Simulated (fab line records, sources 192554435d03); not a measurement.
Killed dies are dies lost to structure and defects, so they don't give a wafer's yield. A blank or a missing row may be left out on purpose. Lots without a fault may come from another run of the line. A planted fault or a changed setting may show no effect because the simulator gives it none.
Split-lot experiment | flow n5_finfet | 7 lots, 21 wafers read, on a route of 1938 steps

THE SPLIT
At N5_BEOL_M12_EXPOSE_07 (exposes mask V11), the setting dose_mj was moved away from the recipe's 32.5 on 6 of the 21 wafers read, by -7.5% to +5.0%. The other wafers ran this setting at the recipe's value.

FROM THE SPLIT TO THE READING: what the file shows between them, 3 steps
- N5_BEOL_M12_PEB_08: peb time 90 s
- N5_BEOL_M12_DEVELOP_09: develop time 45 s
- N5_BEOL_M12_HARDBAKE_14: time 120 s

THE READING
cd_nm, in nm, at N5_BEOL_M12_CD_MEAS_10 (target cd 140 nm). Fault-free wafers of this fab line usually give 140.3 nm, standard deviation 1.8 nm.

wafer  | tool, chamber at the split | dose_mj as run | against the recipe | cd_nm, nm | against lot-mates on the recipe
L076.1 | krf_scanner-01, 0          | 32.5           | recipe             | 137.4     | -
L076.5 | krf_scanner-01, 0          | 32.5           | recipe             | 138.5     | -
L076.6 | krf_scanner-01, 0          | 32.5           | recipe             | 140.5     | -
L078.2 | krf_scanner-02, 0          | 30.64          | -5.7%              | 133.9     | -5.0
L078.3 | krf_scanner-02, 0          | 30.64          | -5.7%              | 132.6     | -6.3
L078.5 | krf_scanner-02, 0          | 32.5           | recipe             | 138.9     | -
L088.1 | krf_scanner-02, 0          | 32.5           | recipe             | 141.5     | -
L088.3 | krf_scanner-02, 0          | 32.5           | recipe             | 141.6     | -
L088.6 | krf_scanner-02, 0          | 32.5           | recipe             | 140.7     | -
L087.1 | krf_scanner-01, 0          | 34.11          | +5.0%              | 144.7     | +5.8
L087.5 | krf_scanner-01, 0          | 34.11          | +5.0%              | 146.2     | +7.3
L087.6 | krf_scanner-01, 0          | 32.5           | recipe             | 138.9     | -
L089.4 | krf_scanner-01, 0          | 32.5           | recipe             | 142.5     | -
L089.5 | krf_scanner-01, 0          | 30.07          | -7.5%              | 135.3     | -6.9
L089.6 | krf_scanner-01, 0          | 32.5           | recipe             | 141.9     | -
L091.1 | krf_scanner-01, 0          | 32.5           | recipe             | 140.3     | -
L091.4 | krf_scanner-01, 0          | 32.5           | recipe             | 139.7     | -
L091.6 | krf_scanner-01, 0          | 30.52          | -6.1%              | 135.1     | -4.9
L094.2 | krf_scanner-01, 0          | 32.5           | recipe             | 140.5     | -
L094.5 | krf_scanner-01, 0          | 32.5           | recipe             | 137.4     | -
L094.6 | krf_scanner-01, 0          | 32.5           | recipe             | 140.5     | -

THE FIT
A straight line over all 21 wafers: cd_nm changes by +0.956 nm for each +1% of dose_mj; r = +0.89; the points scatter about the line by 1.6 nm.
The same after taking each lot's own level away (the mean of its wafers on the recipe; 21 wafers): +1.04 nm for each +1%; r = +0.96; scatter 1 nm.
On that fit, the largest move of dose_mj shifts the reading by 7.7 nm.
The lots' own levels span 138.80 to 142.20 nm, that is 1.9 times the standard deviation above.
So the lot-to-lot level changes the slope little: the two slopes agree.
Check: with one of the wafers moved furthest among these (-7.5%) left out of the fit, the line predicts -7.7 nm for it against its lot-mates. It came out at -6.9 nm against them.

OTHER SPLITS ON THESE WAFERS
These wafers also went through other splits before the reading. Each is held against what the fit with the lots' levels taken away leaves over:
other split on the same wafers    | wafers away from the commonest value | r with cd_nm (lot level and that fit taken away)
N5_BEOL_M9_TRENCH_ETCH_37 bias_w  | 3                                    | -0.29
N5_BEOL_M10_VIA_ETCH_34 time_s    | 7                                    | -0.11
N5_BEOL_M10_TRENCH_ETCH_37 time_s | 4                                    | -0.21
N5_BEOL_M11_ETCH_41 time_s        | 6                                    | +0.28

THE FILE'S OWN FIT
cd_nm changes by +0.976 nm for each +1% of dose_mj, r = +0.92.
